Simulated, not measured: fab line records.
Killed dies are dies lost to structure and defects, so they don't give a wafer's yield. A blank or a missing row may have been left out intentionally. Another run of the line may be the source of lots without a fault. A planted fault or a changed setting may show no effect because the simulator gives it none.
Lot-split experiment	flow n5Finfet	21 wafers read across 7 lots, on a route 1938 steps long

== ABOUT THE SPLIT ==
At N5_BEOL_M9_ILD_DEP_00 (deposits SiCOH lowk from DEMS/porogen, target thk 308.51 nm, time 58 s), the setting timeS was moved away from the recipe's 58 s on 8 of the 21 wafers read, by -10.7% to +14.7%. All remaining wafers had this setting at the recipe value.

== BETWEEN THE SPLIT AND THE READING: the file shows 1 step in between ==
- N5_BEOL_M9_CURE_71: cures SiCOH lowk, time 240 s

== THE READING ==
M9_ILD_THK (nm), taken at N5_BEOL_M9_THK_MEAS_01. A value of 266 nm with a standard deviation of 3.9 nm is what fault-free wafers of this fab line usually give.

wafer	tool, chamber at the split	timeS as run, s	against the recipe	M9_ILD_THK, nm	against lot-mates on the recipe
L074.3	pecvd-04, 1	58	recipe	267	-
L074.5	pecvd-04, 0	58	recipe	265	-
L074.6	pecvd-04, 2	54.27	-6.4%	249	-17
L075.3	pecvd-01, 2	58	recipe	268	-
L075.4	pecvd-01, 0,2	58	recipe	271	-
L075.5	pecvd-01, 0,2	58	recipe	271	-
L078.1	pecvd-02, 2	58	recipe	263	-
L078.2	pecvd-02, 1	58	recipe	262	-
L078.4	pecvd-02, 0	66.51	+14.7%	308	+46
L077.2	pecvd-04, 1	52.64	-9.2%	241	-24
L077.3	pecvd-04, 1	52.64	-9.2%	248	-17
L077.5	pecvd-04, 1	58	recipe	265	-
L088.1	pecvd-01, 1	51.81	-10.7%	237	no lot-mate on the recipe
L088.2	pecvd-01, 2	51.81	-10.7%	239	no lot-mate on the recipe
L088.3	pecvd-01, 1	51.81	-10.7%	241	no lot-mate on the recipe
L090.2	pecvd-02, 2	58	recipe	260	-
L090.3	pecvd-02, 0	63.24	+9.0%	285	+22
L090.4	pecvd-02, 2	58	recipe	266	-
L094.3	pecvd-02, 1	58	recipe	261	-
L094.5	pecvd-02, 0	58	recipe	268	-
L094.6	pecvd-02, 1	58	recipe	266	-
When a row names more than one chamber, that row covers several wafers, and the file does not tell which wafer ran in which chamber.

THE FIT
A straight line over all 21 wafers: M9_ILD_THK changes by +2.54 nm for each +1% of timeS; r = +0.98; the points scatter about the line by 3.4 nm.
The same after taking each lot's own level away (the mean of its wafers on the recipe; 18 wafers): +2.66 nm for each +1%; r = +0.98; scatter 3 nm.
On that fit, the largest move of timeS shifts the reading by 39 nm.
The span of the lots' own levels, 262.5 to 270.0 nm, comes to 1.9 times the standard deviation stated above.
So the lot-to-lot level changes the slope little: the two slopes agree.
Check: for one of the wafers moved furthest among these (+14.7%), held out of the fit, the line's prediction against its lot-mates is +34.4 nm. Against them it came out at +45.5 nm.

== OTHER SPLITS ON THESE WAFERS ==
Note: prior to the reading, these wafers also went through further splits. Each is held against what the fit with the lots' levels taken away leaves over:
other split on the same wafers	wafers away from the commonest value	r with M9_ILD_THK (lot level and that fit taken away)
N5_BEOL_M8_ETCH_62 timeS	5	-0.08

== THE WHOLE CHAIN: every reading that the file lists as answering this split, in the file's order ==
step	what it does	reading	change (the file's fit)	r (the file's)
N5_BEOL_M9_ILD_DEP_00	deposits SiCOH lowk from DEMS/porogen, target thk 308.51 nm, time 58 s	SiCOH_lowk_of_BEOL_M9_ILD_DEP_00.thkNm (the simulator's own value, which no gauge read)	+3.09 nm for each +1% of the setting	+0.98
N5_BEOL_M9_CURE_71	cures SiCOH lowk, time 240 s	SiCOH_lowk_of_BEOL_M9_ILD_DEP_00.thkNm (the simulator's own value, which no gauge read)	+2.73 nm for each +1% of the setting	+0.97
N5_BEOL_M9_THK_MEAS_01		M9_ILD_THK	+2.74 for each +1% of the setting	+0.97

== THE FILE'S OWN FIT ==
M9_ILD_THK changes by +2.74 nm for each +1% of timeS, r = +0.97.
